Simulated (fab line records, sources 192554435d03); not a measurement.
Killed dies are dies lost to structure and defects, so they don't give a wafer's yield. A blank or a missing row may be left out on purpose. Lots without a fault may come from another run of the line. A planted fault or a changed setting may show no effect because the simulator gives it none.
Split-lot experiment | flow n5_finfet | 7 lots, 21 wafers read, on a route of 1938 steps

THE SPLIT
At N5_FIN_SAQP_PECVD_06 (deposits a-Si from SiH4/He, target thk 60 nm, time 48.1 s), the setting time_s was moved away from the recipe's 48.1 s on 5 of the 21 wafers read, by -11.4% to +8.5%. The other wafers ran this setting at the recipe's value.

FROM THE SPLIT TO THE READING: what the file shows between them, 12 steps
- N5_FIN_SAQP_THK_MEAS_07
- N5_FIN_SAQP_COAT_49: time 60 s, resist thk 100 nm (also split here: time_s)
- N5_FIN_SAQP_COAT_50: time 60 s, resist thk 35 nm
- N5_FIN_SAQP_COAT_10: resist thk 90 nm
- N5_FIN_SAQP_HM_OPEN_73: chemistry CHF3/O2, target SiO2, stops on a-Si, target depth 12 nm, time 16.8 s
- N5_FIN_SAQP_STRIP_74: strips in CHF3/O2
- N5_FIN_SAQP_MANDREL_ETCH_22: etches a-Si in HBr/Cl2, stops on SiNx, target depth 60 nm, bt time 10 s, time 30 s
- N5_FIN_SAQP_STRIP_55: strips in N2/H2
- N5_FIN_SAQP_STRIP_23: strips in SPM, time 750 s
- N5_FIN_SAQP_SRD_66: time 30 s
- N5_FIN_SAQP_RECESS_75: chemistry HF/NH3, target SiO2, target depth 14.4 nm, afs cycles 3, sublimation time 60 s
- N5_FIN_SAQP_SPACER1_ALD_24: deposits SiO2, target thk 20.3 nm, pulse time 1 s, purge time 2 s

THE READING
a-Si_of_FIN_SAQP_PECVD_06.thk_nm (the simulator's own value, which no gauge read), in nm, at N5_FIN_SAQP_SPACER1_ETCHBACK_25 (etches SiO2 in CHF3/O2, target depth 24.4 nm, time 12.2 s). The file gives no usual value for it. The 16 wafers here that ran the recipe average 59.1 nm, standard deviation 0.85 nm.

wafer  | tool, chamber at the split | time_s as run, s | against the recipe | a-Si_of_FIN_SAQP_PECVD_06.thk_nm, nm | against lot-mates on the recipe
L074.3 | pecvd-02, 2                | 48.1             | recipe             | 57.6                                 | -
L074.5 | pecvd-02, 2                | 48.1             | recipe             | 58.6                                 | -
L074.6 | pecvd-02, 0                | 48.1             | recipe             | 59.6                                 | -
L076.1 | pecvd-04, 2                | 52.18            | +8.5%              | 64.6                                 | +7.0
L076.3 | pecvd-04, 1                | 48.1             | recipe             | 57.6                                 | -
L076.5 | pecvd-04, 2                | 52.18            | +8.5%              | 65                                   | +7.4
L080.1 | pecvd-03, 2                | 48.1             | recipe             | 58.8                                 | -
L080.3 | pecvd-03, 0                | 48.1             | recipe             | 58.8                                 | -
L080.4 | pecvd-03, 2                | 48.1             | recipe             | 58.8                                 | -
L083.1 | pecvd-04, 0                | 48.1             | recipe             | 59.6                                 | -
L083.4 | pecvd-04, 1                | 45.14            | -6.2%              | 54.6                                 | -4.6
L083.5 | pecvd-04, 1                | 48.1             | recipe             | 58.8                                 | -
L087.1 | pecvd-03, 0                | 48.1             | recipe             | 58.8                                 | -
L087.5 | pecvd-03, 0                | 48.1             | recipe             | 59.8                                 | -
L087.6 | pecvd-03, 1                | 48.1             | recipe             | 60.8                                 | -
L090.1 | pecvd-02, 2                | 48.1             | recipe             | 59                                   | -
L090.5 | pecvd-02, 0                | 48.1             | recipe             | 60                                   | -
L090.6 | pecvd-02, 1                | 48.1             | recipe             | 59.4                                 | -
L093.2 | pecvd-04, 0                | 42.62            | -11.4%             | 52.6                                 | -7.8
L093.4 | pecvd-04, 0                | 48.1             | recipe             | 60.4                                 | -
L093.6 | pecvd-04, 2                | 42.62            | -11.4%             | 53.8                                 | -6.6

THE FIT
A straight line over all 21 wafers: a-Si_of_FIN_SAQP_PECVD_06.thk_nm changes by +0.59 nm for each +1% of time_s; r = +0.95; the points scatter about the line by 0.89 nm.
The same after taking each lot's own level away (the mean of its wafers on the recipe; 21 wafers): +0.718 nm for each +1%; r = +0.98; scatter 0.7 nm.
On that fit, the largest move of time_s shifts the reading by 8.2 nm.
The lots' own levels span 57.60 to 60.40 nm, that is 3.3 times the standard deviation above.
So the lot-to-lot level changes the slope: the two fits differ.
Check: with one of the wafers moved furthest among these (-11.4%) left out of the fit, the line predicts -8.07 nm for it against its lot-mates. It came out at -7.8 nm against them.

OTHER SPLITS ON THESE WAFERS
These wafers also went through other splits before the reading. Each is held against what the fit with the lots' levels taken away leaves over:
other split on the same wafers | wafers away from the commonest value | r with a-Si_of_FIN_SAQP_PECVD_06.thk_nm (lot level and that fit taken away)
N5_FIN_SAQP_COAT_49 time_s     | 8                                    | +0.20

THE WHOLE CHAIN: every reading that the file lists as answering this split, in the file's order
step                            | what it does                                                                       | reading                                                                           | change (the file's fit)               | r (the file's)
N5_FIN_SAQP_PECVD_06            | deposits a-Si from SiH4/He, target thk 60 nm, time 48.1 s                          | a-Si_of_FIN_SAQP_PECVD_06.thk_nm (the simulator's own value, which no gauge read) | +0.719 nm for each +1% of the setting | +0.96
N5_FIN_SAQP_THK_MEAS_07         |                                                                                    | thk_nm                                                                            | withheld for each +1% of the setting  | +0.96
N5_FIN_SAQP_MANDREL_ETCH_22     | etches a-Si in HBr/Cl2, stops on SiNx, target depth 60 nm, bt time 10 s, time 30 s | etch.depth_nm (the simulator's own value, which no gauge read)                    | +0.719 nm for each +1% of the setting | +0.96
N5_FIN_SAQP_SPACER1_ALD_24      | deposits SiO2, target thk 20.3 nm, pulse time 1 s, purge time 2 s                  | a-Si_of_FIN_SAQP_PECVD_06.thk_nm (the simulator's own value, which no gauge read) | +0.728 nm for each +1% of the setting | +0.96
N5_FIN_SAQP_SPACER1_ETCHBACK_25 | etches SiO2 in CHF3/O2, target depth 24.4 nm, time 12.2 s                          | a-Si_of_FIN_SAQP_PECVD_06.thk_nm (the simulator's own value, which no gauge read) | +0.715 nm for each +1% of the setting | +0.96

THE FILE'S OWN FIT
a-Si_of_FIN_SAQP_PECVD_06.thk_nm changes by +0.715 nm for each +1% of time_s, r = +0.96.
